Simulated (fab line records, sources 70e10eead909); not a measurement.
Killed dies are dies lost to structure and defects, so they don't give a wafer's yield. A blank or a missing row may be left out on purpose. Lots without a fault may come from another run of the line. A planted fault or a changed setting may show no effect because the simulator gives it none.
Problem report in the 8D (eight disciplines) form, filled by code | flow nand_harc | the parts of the form that need people (team, actions taken, sign-off) are left out

1. THE PROBLEM
overlay_x_nm at NHARC_A_CHANNEL_HOLE_D1_OVL_MEAS_11 reads a mean of 5.5 nm on 12 wafers of 4 lots; wafers without a fault read -0.1 nm with a standard deviation of 0.73. That is +7.7 standard deviations from the usual mean.
First seen on wafer L254.3, day 9 14:22, on overlay-02. The record holds 36 wafers of 12 lots with a number at this step. Rule for "out", or "out of limits": more than 4 standard deviations from the usual mean. The other wafers with a number count as sound.

2. WHAT IT IS AND WHAT IT IS NOT
question                    | is                     | is not
which readings at this step | overlay_x_nm           | overlay_y_nm
which lots                  | L254, L255, L258, L259 | L248, L250, L251, L260, L264, L266, L267, L269
which wafers of those lots  | all that have a number | -
read on which gauges        | overlay-02             | overlay-01
when                        | from day 9 14:22       | up to then (9 sound wafers); but 15 sound wafers of L260, L264, L266, L267, L269 came after

3. SUSPECTS, AND WHAT RULES EACH OUT
Counting: a tool at a process step up to the reading stays a suspect if it ran every lot that is out and no sound lot after the first of them.
- the gauge at NHARC_A_CHANNEL_HOLE_D1_OVL_MEAS_11: kept. All the wafers that are out were read on overlay-02, and no step on other tools shows them out.
- arfi_scanner-02 at NHARC_A_CHANNEL_HOLE_D1_EXPOSE_07 (exposes mask HOLE D1, target cd 100 nm): kept. It ran every lot that is out, first L254 (day 9 14:09), and no sound lot after that.
Left after counting: arfi_scanner-02 at NHARC_A_CHANNEL_HOLE_D1_EXPOSE_07, overlay-02 at NHARC_A_CHANNEL_HOLE_D1_OVL_MEAS_11.

4. THE CAUSE (what the simulator had put in)
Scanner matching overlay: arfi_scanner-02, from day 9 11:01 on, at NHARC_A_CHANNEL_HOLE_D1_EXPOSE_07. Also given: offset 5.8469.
Counting left 2 suspects, and this tool is among them.

5. THE CHAIN OF EFFECTS, in route order
Each row: a reading whose mean over the struck wafers that have a number lies more than 3 standard deviations from the usual. Only readings for which the record gives a usual standard deviation are gone through. hours: the time from each lot's start at the first step in this table that gives one to its start at this step, as a median over the lots. sigmas: the change in usual standard deviations.
hours | step                                | reading      | usual   | on struck wafers | change | sigmas
0     | NHARC_A_CHANNEL_HOLE_D1_OVL_MEAS_11 | overlay_x_nm | -0.1 nm | 5.5              | +5.6   | +7.7
Later measuring or inspecting steps at which every struck wafer that the step has a row for has a number for every such reading, and none has moved that far: NHARC_END_SORT_01.

6. WHAT WOULD HAVE CAUGHT IT SOONER
In this record the first reading out of limits at a measuring or inspecting step was taken at day 9 14:22, 3 hours after the fault began at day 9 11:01.
Of the lots that are out (4), L255, L258, L259 began NHARC_A_CHANNEL_HOLE_D1_EXPOSE_07 on arfi_scanner-02 after day 9 14:22. A hold on the tool at that time would have spared those 3.
